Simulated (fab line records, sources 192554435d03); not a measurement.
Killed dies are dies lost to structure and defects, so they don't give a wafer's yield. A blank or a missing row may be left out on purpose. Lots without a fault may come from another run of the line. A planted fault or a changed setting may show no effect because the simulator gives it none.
fab line records | flow n5_finfet
record lots=8 wafers=24 last_day=18
route steps=1938 shown DUMMY_GATE@235 SPACER0@259 BEOL_M4@1111 PASSIVATION@1936
lots that met no fault: from a run of the same line without faults
start_h: hours from the record's first day to the start of the lot's first wafer shown | wait_h: hours since the lot's step before | " the same as in the row above | L1.1+2: a row that stands for several wafers | - no value, or no start given | * or withheld: withheld | < > ~ a bound
route shown NAME@n: a module of which the file shows steps, and the number in the route of the first | usual: mean/standard deviation of fault-free wafers | same: alike in all rows | chamber/n: place in a boat | sites: the reading at each site | _std_site: their standard deviation | _edge_site: outer sites' mean less inner sites' | radius_mm: how far each site lies from the wafer's centre | mask NAME#n: copy n | behind: the tool/chamber that last shaped the wafer | hold: why the lot was held/for how many hours/how that ended | device: the transistor (n, p or np) that didn't switch | end of line: the same wafers' tests at the end of the route | a step without rows: its recipe alone | killed: dies lost to structure and defects at the first sort, not the wafer's yield | map: a wafer's dies, x killed, . not, _ none there
set.NAME: the setting as run; set.NAME@STEP: as run at that earlier step | model.NAME: the simulator's own value behind a step, which no gauge read
steps of the route over a sample of lots; a table a step, a row a wafer
services: from which hour (start_h, from the record's first day; less than 0 if before it) a tool's chamber was out of use, for how many hours, and why
## steps
# step N5_DUMMY_GATE_ETCH_29
# recipe chemistry=N2/H2 target=underlayer target_depth_a=130 ion_energy_ev=200 pressure_mtorr=30 source_w=840 bias_w=150 n2_flow_sccm=200 h2_flow_sccm=200
# usual bias_w=150.0/0.41 drypump_motor_current_A=5.8/0.52 oes_product_au=0.75/0.05 rf_vpp_V=523.3/2.3 showerhead_plenum_p_Torr=2.53/0.077 throttle_valve_pct=17.99/0.22
# columns lot.wafer tool chamber start_h wait_h bias_w drypump_motor_current_A oes_product_au rf_hours_counter_h rf_vpp_V showerhead_plenum_p_Torr throttle_valve_pct
L906.1 rie_diel-02 2 52.21 0.0 150.2 5.6 0.79 96 523.9 2.57 17.61
L906.4 " 3 " " 150.5 4.8 0.77 149 523.3 2.55 18.09
L906.5 " 1 " " 150.1 5.9 0.71 - 521.8 2.42 17.86
L911.2 rie_diel-02 2 82.16 0.0 150.1 5.6 0.79 105 524.6 2.57 17.62
L911.4 " 0 " " 149.7 6.0 0.73 185 523.4 2.53 18.32
L911.6 " 3 " " 150.0 4.8 0.76 - 524.0 2.54 18.08
L912.1 rie_diel-04 0 85.07 0.0 149.9 6.1 0.73 151 523.6 2.53 17.83
L912.2 " 3 " " 150.5 5.6 0.71 213 520.5 2.41 18.17
L912.5 " 3 " " 149.9 5.7 0.71 - 519.4 2.41 18.16
L913.1 rie_diel-04 3 90.02 0.0 149.8 5.7 0.72 215 520.5 2.41 18.18
L913.2 " 2 " " 150.1 5.5 0.79 141 527.2 2.65 17.86
L913.5 " 0 " " 150.2 6.1 0.75 - 523.4 2.53 17.86
L921.1 rie_diel-04 0 136.86 0.0 150.5 6.1 0.73 167 523.3 2.53 17.89
L921.4 " 3 " " 150.3 5.7 0.71 226 520.4 2.40 18.19
L921.6 " 3 " " 149.9 5.6 0.71 - 519.3 2.40 18.18
L925.1 rie_diel-04 1 164.15 0.0 149.9 6.6 0.77 155 520.1 2.44 18.11
L925.4 " 3 " " 150.2 5.6 0.70 235 520.3 2.40 18.21
L925.6 " 3 " " 150.0 5.6 0.71 - 518.7 2.40 18.19
L928.1 rie_diel-02 0 179.62 0.0 150.2 6.0 0.70 216 523.6 2.52 18.37
L928.3 " 3 " " 150.3 4.8 0.74 185 523.7 2.53 18.11
L928.5 " 2 " " 150.3 5.6 0.75 - 524.3 2.56 17.68
L929.2 rie_diel-02 0 184.99 0.0 150.0 6.0 0.71 218 523.8 2.52 18.37
L929.4 " 3 " " 150.1 4.8 0.74 187 523.2 2.53 18.13
L929.6 " 3 " " 150.1 4.7 0.74 - 523.1 2.53 18.13
# step N5_DUMMY_GATE_STRIP_41
# recipe chemistry=O2 power_w=400 temp_c=40 pressure_mtorr=30 rf_frequency_hz=6e+07 bias_power_w=0 overash_fraction=0.3 o2_flow_sccm=225
# usual drypump_motor_current_A=5.8/0.54 oes_product_au=0.74/0.039 rf_vpp_V=3.6/0.51 showerhead_plenum_p_Torr=2.08/0.051 throttle_valve_pct=16.82/0.2
# columns lot.wafer tool chamber start_h wait_h drypump_motor_current_A oes_product_au rf_hours_counter_h rf_vpp_V showerhead_plenum_p_Torr throttle_valve_pct
L906.1 rie_diel-02 2 52.61 0.0 5.6 0.80 96 3.2 2.13 16.46
L906.4 " 1 " " 5.9 0.71 224 4.3 1.98 16.60
L906.5 " 3 " " 4.8 0.77 - 4.3 2.10 16.85
L911.2 rie_diel-05 2 82.57 0.0 5.5 0.72 213 3.3 2.07 16.60
L911.4 " 1 " " 6.7 0.72 176 3.6 2.08 16.88
L911.6 " 2 " " 5.5 0.72 - 3.5 2.07 16.60
L912.1 rie_diel-05 1 85.51 0.0 6.7 0.73 177 3.9 2.08 16.87
L912.2 " 0 " " 5.4 0.71 185 4.4 2.08 16.78
L912.5 " 2 " " 5.5 0.73 - 4.5 2.07 16.62
L913.1 rie_diel-05 2 90.50 0.0 5.5 0.72 215 3.2 2.07 16.59
L913.2 " 1 " " 6.7 0.72 179 3.4 2.08 16.88
L913.5 " 1 " " 6.7 0.72 - 3.8 2.08 16.86
L921.1 rie_diel-02 2 137.55 0.0 5.6 0.77 122 3.5 2.12 16.49
L921.4 " 0 " " 6.0 0.73 201 2.7 2.08 17.06
L921.6 " 2 " " 5.6 0.77 - 3.9 2.12 16.48
L925.1 rie_diel-05 3 164.56 0.0 5.6 0.73 195 3.5 2.08 17.17
L925.4 " 2 " " 5.5 0.71 238 3.1 2.06 16.66
L925.6 " 1 " " 6.7 0.72 - 3.6 2.07 16.91
L928.1 rie_diel-05 0 180.23 0.0 5.4 0.69 214 3.9 2.07 16.83
L928.3 " 2 " " 5.5 0.70 242 4.4 2.06 16.67
L928.5 " 1 " " 6.7 0.71 - 4.4 2.07 16.91
L929.2 rie_diel-02 0 185.39 0.0 6.0 0.71 218 3.9 2.07 17.06
L929.4 " 2 " " 5.6 0.75 139 3.2 2.11 16.53
L929.6 " 1 " " 5.9 0.94 - 3.3 2.23 16.21
# step N5_DUMMY_GATE_STRIP_48
# recipe chemistry=N2/H2 time_s=20 power_w=100 temp_c=40 pressure_mtorr=100 rf_frequency_hz=6e+07 bias_power_w=3 n2_flow_sccm=300 h2_flow_sccm=300
# usual drypump_motor_current_A=5.8/0.51 oes_product_au=0.74/0.032 rf_vpp_V=45.2/0.81 showerhead_plenum_p_Torr=3.34/0.082 throttle_valve_pct=12.38/0.19
# columns lot.wafer tool chamber start_h wait_h drypump_motor_current_A oes_product_au rf_hours_counter_h rf_vpp_V showerhead_plenum_p_Torr throttle_valve_pct
L906.1 rie_diel-05 2 53.12 0.0 5.5 0.73 205 45.8 3.35 12.32
L906.4 " 1 " " 6.7 0.73 168 44.3 3.36 12.38
L906.5 " 3 " " 5.6 0.74 - 45.1 3.36 12.59
L911.2 rie_diel-02 3 83.06 0.0 4.8 0.76 158 45.2 3.38 12.41
L911.4 " 2 " " 5.6 0.79 105 45.2 3.41 11.96
L911.6 " 3 " " 4.8 0.75 - 46.8 3.38 12.41
L912.1 rie_diel-05 3 86.01 0.0 5.6 0.74 172 46.2 3.36 12.59
L912.2 " 1 " " 6.8 0.72 178 45.6 3.36 12.39
L912.5 " 0 " " 5.4 0.71 - 45.9 3.36 12.36
L913.1 rie_diel-04 3 91.21 0.0 5.6 0.71 215 44.8 3.20 12.53
L913.2 " 0 " " 6.1 0.74 154 44.3 3.36 12.22
L913.5 " 1 " " 6.7 0.79 - 45.3 3.26 12.36
L921.1 rie_diel-05 0 138.07 0.0 5.4 0.70 202 46.7 3.35 12.41
L921.4 " 1 " " 6.7 0.70 195 45.7 3.35 12.43
L921.6 " 0 " " 5.4 0.70 - 44.6 3.35 12.40
L925.1 rie_diel-05 0 165.05 0.0 5.4 0.69 210 46.1 3.35 12.43
L925.4 " 2 " " 5.5 0.70 238 46.0 3.33 12.39
L925.6 " 2 " " 5.5 0.70 - 43.4 3.33 12.40
L928.1 rie_diel-05 0 180.80 0.0 5.4 0.70 214 44.9 3.34 12.45
L928.3 " 2 " " 5.5 0.70 242 44.6 3.33 12.39
L928.5 " 3 " " 5.6 0.72 - 44.5 3.35 12.69
L929.2 rie_diel-05 2 185.89 0.0 5.5 0.70 243 45.1 3.33 12.40
L929.4 " 0 " " 5.4 0.69 215 46.8 3.34 12.43
L929.6 " 3 " " 5.6 0.71 - 45.3 3.34 12.66
# step N5_SPACER0_ALD_00
# recipe material=SiOCN target_thk_a=35 temp_c=400 ald_precursor_family=alkyl-aminosilane ald_co_reactant=O2/N2-plasma pulse_time_s=3 purge_time_s=2 co_reactant_purge_time_s=2 ald_cycles=58 pressure_torr=2
# usual ald_cycles=58/0 heater_power_w=837/52 precursor_pulse_height_rel=1.003/0.018
# same pulse_time_s=3
# columns lot.wafer tool chamber start_h wait_h ald_cycles heater_power_w precursor_pulse_height_rel
L906.1 ald_sin-03 1 54.43 0.1 58 832 1.021
L906.4 " 3 " " 58 752 0.995
L906.5 " 2 " " 58 788 1.015
L911.2 ald_sin-04 0 83.44 0.1 58 909 0.978
L911.4 " 3 " " 58 783 0.996
L911.6 " 0 " " 58 911 0.972
L912.1 ald_sin-01 3 86.94 0.1 58 832 1.020
L912.2 " 2 " " 58 780 1.039
L912.5 " 3 " " 58 814 1.025
L913.1 ald_sin-04 0 93.03 0.1 58 909 1.000
L913.2 " 1 " " 58 881 1.011
L913.5 " 0 " " 58 913 0.991
L921.1 ald_sin-04 2 138.73 0.1 58 784 0.984
L921.4 " 3 " " 58 785 0.977
L921.6 " 0 " " 34 929 1.016
L925.1 ald_sin-01 3 165.44 0.1 58 831 1.003
L925.4 " 0 " " 58 834 1.038
L925.6 " 0 " " 58 858 1.032
L928.1 ald_sin-01 3 181.18 0.1 58 834 1.027
L928.3 " 2 " " 58 794 1.025
L928.5 " 3 " " 58 837 1.033
L929.2 ald_sin-01 2 187.76 0.1 58 779 0.985
L929.4 " 3 " " 58 871 1.006
L929.6 " 0 " " 58 818 1.031
# step N5_BEOL_M4_RC_MEAS_101
# usual DIBL_N=36.3/1.2 DIBL_P=36.3/1.4 IOFF_N=0.157/0.02 IOFF_N_85C=3.1/0.33 IOFF_N_LIN=0.073/0.0078 IOFF_P=0.22/0.033 IOFF_P_85C=3.7/0.47 IOFF_P_LIN=0.103/0.013 ION_N=675/9.6 ION_P=465/8.2 REXT_N=74.5/2.1 REXT_P=100.1/2.5 SS_N=71.4/0.45 SS_P=73.3/0.54 VT_N=249.8/2.5 VT_N_LVT=98.8/2.6 VT_P=-249/3.2 VT_P_LVT=-98.3/2.7
# columns lot.wafer tool chamber start_h wait_h DIBL_N[mV/V] DIBL_P[mV/V] IOFF_N[nA/um] IOFF_N_85C[nA/um] IOFF_N_LIN[nA/um] IOFF_P[nA/um] IOFF_P_85C[nA/um] IOFF_P_LIN[nA/um] ION_N[uA/um] ION_P[uA/um] REXT_N[ohm.um] REXT_P[ohm.um] SS_N[mV/dec] SS_P[mV/dec] VT_N[mV] VT_N_LVT[mV] VT_P[mV] VT_P_LVT[mV]
L906.1 prober-01 0 170.35 0.0 37.2 38.5 0.169 3.2 0.080 0.23 3.8 0.105 681 466 75.1 98.2 71.4 72.8 246.2 97.3 -249 -98.8
L906.4 " 0 " " 36.6 37.3 0.150 2.9 0.073 0.21 3.6 0.099 676 467 74.6 97.0 71.6 72.7 249.8 99.7 -251 -99.5
L906.5 " 0 " " 35.3 36.4 0.137 2.6 0.066 0.20 3.4 0.094 661 457 75.2 97.7 71.5 73.0 251.9 102.4 -252 -101.0
L911.2 prober-02 0 231.51 0.2 37.3 37.8 0.178 3.3 0.080 0.22 3.8 0.105 683 471 75.6 103.9 72.2 72.9 244.7 95.0 -250 -98.1
L911.4 " 0 " " 37.8 38.3 0.186 3.5 0.083 0.24 4.0 0.109 679 472 75.4 103.3 72.5 73.4 248.3 93.9 -250 -97.3
L911.6 " 0 " " 36.0 35.7 0.139 2.7 0.066 0.19 3.3 0.092 670 463 76.7 103.9 71.3 72.7 251.5 99.7 -252 -99.7
L913.1 prober-02 0 234.49 0.0 37.6 37.5 0.184 3.6 0.085 0.22 3.8 0.104 686 470 73.5 101.9 71.3 73.1 244.6 92.8 -247 -96.7
L913.2 " 0 " " 35.8 34.8 0.135 2.7 0.065 0.17 3.1 0.087 662 449 74.0 102.7 71.1 72.5 250.2 97.4 -251 -100.2
L913.5 " 0 " " 35.3 34.3 0.135 2.8 0.065 0.17 3.1 0.089 664 458 73.0 102.1 71.0 72.0 251.1 96.7 -251 -100.1
L912.1 prober-01 0 234.87 0.0 36.2 35.5 0.137 2.7 0.066 0.18 3.2 0.086 668 456 71.3 99.8 71.4 73.1 252.1 100.9 -252 -101.0
L912.2 " 0 " " 37.5 37.2 0.155 3.1 0.075 0.21 3.7 0.097 684 468 72.9 100.4 71.9 73.3 253.2 99.1 -252 -98.7
L912.5 " 0 " " 36.2 35.9 0.140 2.8 0.067 0.18 3.4 0.087 673 459 72.1 99.9 71.1 72.8 251.5 99.7 -253 -100.8
L921.1 prober-02 0 284.71 0.0 36.3 36.0 0.133 2.7 0.061 0.20 3.5 0.099 666 461 75.5 96.0 71.5 72.2 254.8 104.6 -251 -98.1
L921.4 " 0 " " 37.1 36.6 0.149 3.0 0.068 0.21 3.6 0.101 677 464 74.3 95.9 71.6 72.6 251.3 101.0 -247 -99.4
L921.6 " 0 " " 48.0 46.6 0.431 7.2 0.156 0.62 9.1 0.244 748 522 63.6 81.8 73.9 75.4 234.6 85.5 -231 -79.5
L925.1 prober-02 0 300.57 0.2 35.0 35.5 0.126 2.5 0.059 0.18 3.2 0.090 653 459 75.7 100.2 70.5 72.8 254.0 104.3 -251 -102.2
L925.4 " 0 " " 35.4 36.4 0.127 2.6 0.060 0.19 3.5 0.096 661 460 74.8 98.8 71.3 73.2 254.7 103.7 -251 -100.4
L925.6 " 0 " " 34.6 35.6 0.115 2.4 0.056 0.18 3.3 0.091 658 459 75.5 98.5 70.8 73.1 254.7 105.4 -252 -101.0
L928.1 prober-01 0 307.20 0.0 35.7 36.1 0.147 2.9 0.071 0.25 4.2 0.119 673 469 72.5 100.1 71.2 73.3 249.2 101.9 -246 -96.6
L928.3 " 0 " " 37.4 37.9 0.182 3.5 0.084 0.28 4.7 0.130 675 473 71.6 99.6 71.5 74.0 246.1 98.8 -245 -95.5
L928.5 " 0 " " 36.5 36.6 0.170 3.4 0.079 0.26 4.4 0.120 667 464 71.3 100.2 71.8 73.9 247.4 99.7 -246 -97.4
L929.2 prober-02 0 331.82 0.2 38.2 39.2 0.187 3.6 0.084 0.29 4.8 0.133 688 471 74.8 98.7 71.6 74.1 249.0 96.9 -242 -93.8
L929.4 " 0 " " 34.8 34.9 0.119 2.5 0.059 0.20 3.6 0.103 665 470 74.5 98.0 70.4 72.6 251.8 102.7 -248 -98.1
L929.6 " 0 " " 39.5 40.7 0.208 4.0 0.091 0.34 5.5 0.147 685 478 75.0 99.5 71.7 74.1 247.2 97.0 -243 -92.7
# step N5_PASSIVATION_PROBE_49
# usual defect_limited_yield=91.1/1.4 killed_at_M0_to_M3=33/10 killed_at_M4_up=15/5.8 killed_at_contacts=13/5.9 killed_at_front_end=39/11 killed_at_other=4/3.6 killed_dies=105/16 killed_open=68/11 killed_short=34/7.8 sort_bin_4_leakage=0/0 sort_bin_5_function=5.2/0.88 sort_bin_6_memory=3.3/0.61 sort_n_pass=1075/16 sort_yield_pct=91.1/1.4
# same gross_dies=1180 killed_at_back_side=0 sort_bin_8_speed[%]=0
# columns lot.wafer tool chamber start_h wait_h defect_limited_yield[%] killed_at_M0_to_M3 killed_at_M4_up killed_at_contacts killed_at_front_end killed_at_other killed_dies killed_open killed_short sort_bin_4_leakage[%] sort_bin_5_function[%] sort_bin_6_memory[%] sort_n_pass sort_yield_pct[%]
L906.1 prober-01 - 275.06 0.0 90.7 32 18 13 45 2 110 64 41 0 5.7 3.3 1070 90.7
L906.4 prober-01 - 275.21 0.2 91.2 23 22 16 39 4 104 65 36 0 5.3 3.3 1076 91.2
L906.5 prober-01 - 275.26 0.2 90.5 26 23 22 40 1 112 75 30 0 6.1 3.3 1068 90.5
L913.1 prober-01 - 347.40 0.0 91.9 30 6 15 41 4 96 59 32 0 4.4 3.4 1084 91.9
L913.2 prober-01 - 347.45 0.1 91.5 31 7 9 49 4 100 62 35 0 5.0 3.1 1080 91.5
L913.5 prober-01 - 347.60 0.2 91.4 30 10 24 35 2 101 64 31 0 4.5 3.6 1079 91.4
L921.1 prober-02 - 385.70 0.0 91.3 37 12 15 37 2 103 71 31 0 4.7 3.7 1077 91.3
L921.4 prober-02 - 385.85 0.2 90.1 25 19 15 58 0 117 84 29 0 5.6 4.0 1063 90.1
L921.6 prober-02 - 385.95 0.3 92.4 27 9 13 41 0 90 53 34 48.73 4.3 2.9 515 43.6
L928.1 prober-01 - 408.41 0.0 94.3 28 3 5 26 5 67 38 28 0 3.7 1.7 1113 94.3
L928.3 prober-01 - 408.51 0.1 91.4 43 10 9 39 1 102 70 31 0 5.3 3.2 1078 91.4
L928.5 prober-01 - 408.61 0.2 92.6 41 8 3 34 1 87 57 24 0 4.5 2.8 1093 92.6
# killed by level:class
L906.1 FIN_SAQP:geometric_particle:short=16 STI_FIN_REVEAL:geometric_particle:open=9 MOL_CONTACT_COAG:geometric_particle:open=9 BEOL_M2:geometric_particle:open=9 FIN_SAQP:geometric_particle:open=8 BEOL_M1:geometric_particle:open=6 BEOL_M3:geometric_particle:open=6 BEOL_M4:geometric_particle:open=6
L906.4 FIN_SAQP:geometric_particle:open=20 MOL_CONTACT_COAG:geometric_particle:open=13 FIN_SAQP:geometric_particle:short=10 BEOL_M4:geometric_particle:open=10 BEOL_M4:geometric_particle:short=6 BEOL_M0_SAQP:geometric_particle:open=4 BEOL_M0_SAQP:geometric_particle:short=4 BEOL_M2:geometric_particle:open=4
L906.5 MOL_CONTACT_COAG:geometric_particle:open=18 FIN_SAQP:geometric_particle:open=16 BEOL_M4:geometric_particle:open=9 FIN_SAQP:geometric_particle:short=7 STI_FIN_REVEAL:geometric_particle:open=5 BEOL_M5:geometric_particle:open=5 BEOL_M0_SAQP:geometric_particle:short=5 BEOL_M2:geometric_particle:open=5
L913.1 STI_FIN_REVEAL:geometric_particle:open=12 MOL_CONTACT_COAG:geometric_particle:open=11 FIN_SAQP:geometric_particle:short=9 BEOL_M0_SAQP:geometric_particle:open=9 BEOL_M3:geometric_particle:open=7 GATE_CUT:geometric_particle:short=5 BEOL_M1:geometric_particle:open=4 MOL_CONTACT_COAG:geometric_particle:short=4
L913.2 STI_FIN_REVEAL:geometric_particle:open=13 BEOL_M0_SAQP:geometric_particle:short=9 MOL_CONTACT_COAG:geometric_particle:open=8 GATE_CUT:geometric_particle:short=7 BEOL_M0_SAQP:geometric_particle:open=7 GATE_CUT:geometric_particle:open=5 BEOL_M3:geometric_particle:open=5 FIN_SAQP:geometric_particle:short=4
L913.5 MOL_CONTACT_COAG:geometric_particle:open=17 BEOL_M0_SAQP:geometric_particle:open=8 BEOL_M0_SAQP:geometric_particle:short=8 BEOL_M3:geometric_particle:open=8 STI_FIN_REVEAL:geometric_particle:open=7 GATE_CUT:geometric_particle:short=7 MOL_CONTACT_COAG:geometric_particle:short=7 BEOL_M4:geometric_particle:open=5
L921.1 MOL_CONTACT_COAG:geometric_particle:open=11 BEOL_M2:geometric_particle:open=10 GATE_CUT:geometric_particle:short=7 BEOL_M1:geometric_particle:open=6 BEOL_M3:geometric_particle:open=6 BEOL_M4:geometric_particle:open=6 FIN_SAQP:geometric_particle:short=5 BEOL_M0_SAQP:geometric_particle:open=5
L921.4 STI_FIN_REVEAL:geometric_particle:open=19 MOL_CONTACT_COAG:geometric_particle:open=13 BEOL_M1:geometric_particle:open=8 GATE_CUT:geometric_particle:short=7 DUMMY_GATE:geometric_particle:open=6 STI_FIN_REVEAL:geometric_particle:short=4 BEOL_M0_SAQP:geometric_particle:open=4 STARTING-WAFER:geometric_particle:open=4
L921.6 MOL_CONTACT_COAG:geometric_particle:open=12 BEOL_M3:geometric_particle:open=8 STI_FIN_REVEAL:geometric_particle:open=7 GATE_CUT:geometric_particle:short=7 STARTING-WAFER:geometric_particle:open=5 FIN_SAQP:geometric_particle:short=4 BEOL_M1:geometric_particle:open=4 BEOL_M2:geometric_particle:open=4
L928.1 BEOL_M2:geometric_particle:open=7 BEOL_M3:geometric_particle:open=6 FIN_SAQP:geometric_particle:open=5 STI_FIN_REVEAL:geometric_particle:open=5 STI_FIN_REVEAL:geometric_particle:short=4 BEOL_M0_SAQP:geometric_particle:open=4 BEOL_M1:geometric_particle:short=4 MOL_CONTACT_COAG:geometric_particle:open=3
L928.3 BEOL_M0_SAQP:geometric_particle:open=12 STI_FIN_REVEAL:geometric_particle:open=10 BEOL_M0_SAQP:geometric_particle:short=10 BEOL_M3:geometric_particle:open=8 MOL_CONTACT_COAG:geometric_particle:open=7 BEOL_M2:geometric_particle:open=5 ILD0:geometric_particle:open=5 DUMMY_GATE:geometric_particle:open=4
L928.5 BEOL_M0_SAQP:geometric_particle:open=11 FIN_SAQP:geometric_particle:open=10 BEOL_M2:geometric_particle:open=8 BEOL_M0_SAQP:geometric_particle:short=5 BEOL_M2:geometric_particle:short=5 GATE_CUT:geometric_particle:open=4 BEOL_M1:geometric_particle:open=4 PMOS_HMC_CHANNEL_EPI:coat_microbubble_printed=4
## services
# columns tool chamber start_h hours kind
ald_sin-01 - 52.18 6.0 pm
ald_sin-04 3 85.24 15.2 repair
rie_diel-02 3 86.41 11.3 repair
ald_sin-01 3 89.03 4.4 repair
rie_diel-04 3 97.35 10.8 repair
rie_diel-04 - 100.48 4.0 repair
rie_diel-02 1 137.73 - clean
rie_diel-02 1 137.73 - consumable_replace:focus_ring
rie_diel-02 1 137.73 - consumable_replace:showerhead
rie_diel-02 - 139.51 0.9 repair
ald_sin-03 - 176.81 14.0 pm
ald_sin-03 0 176.81 14.0 vent_cycle
ald_sin-03 1 176.81 14.0 vent_cycle
ald_sin-03 2 176.81 18.7 vent_cycle
ald_sin-03 3 176.81 14.0 vent_cycle
## key
first_sign step=N5_SPACER0_ALD_00 reading=ald_cycles direction=down sigmas=99+ usual=* struck=*
effect step=N5_BEOL_M4_RC_MEAS_101 reading=IOFF_N direction=up sigmas=14 usual=0.157 struck=0.431
effect step=N5_BEOL_M4_RC_MEAS_101 reading=IOFF_N_85C direction=up sigmas=13 usual=3.1 struck=7.2
effect step=N5_BEOL_M4_RC_MEAS_101 reading=IOFF_P direction=up sigmas=12 usual=0.22 struck=0.62
effect step=N5_BEOL_M4_RC_MEAS_101 reading=IOFF_P_85C direction=up sigmas=11 usual=3.7 struck=9.1
effect step=N5_BEOL_M4_RC_MEAS_101 reading=IOFF_P_LIN direction=up sigmas=11 usual=0.103 struck=0.244
effect step=N5_BEOL_M4_RC_MEAS_101 reading=IOFF_N_LIN direction=up sigmas=11 usual=0.073 struck=0.156
effect step=N5_BEOL_M4_RC_MEAS_101 reading=DIBL_N direction=up sigmas=10 usual=36.3 struck=48.0
effect step=N5_BEOL_M4_RC_MEAS_101 reading=DIBL_P direction=up sigmas=7.6 usual=36.3 struck=46.6
effect step=N5_BEOL_M4_RC_MEAS_101 reading=ION_N direction=up sigmas=7.5 usual=675 struck=748
effect step=N5_BEOL_M4_RC_MEAS_101 reading=REXT_P direction=down sigmas=7.4 usual=100.1 struck=81.8
effect step=N5_BEOL_M4_RC_MEAS_101 reading=VT_P_LVT direction=up sigmas=7 usual=-98.3 struck=-79.5
effect step=N5_BEOL_M4_RC_MEAS_101 reading=ION_P direction=up sigmas=7 usual=465 struck=522
effect step=N5_PASSIVATION_PROBE_49 reading=sort_bin_4_leakage direction=up sigmas=99+ usual=0 struck=48.73
met_at N5_SPACER0_ALD_00
struck_lots L921
struck_wafers L921.6
not_acting_at N5_DUMMY_GATE_ETCH_29,N5_DUMMY_GATE_STRIP_41,N5_DUMMY_GATE_STRIP_48
onset_between 93.03 138.73
fault kind=process_parameter_drift tool=ald_sin-04 chamber=- onset_h=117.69 steps=N5_SPACER0_ALD_00 channel=ald_cycles offset=* shape=step end_h=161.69 scope=struck_wafers_only acts_in=* stated=*
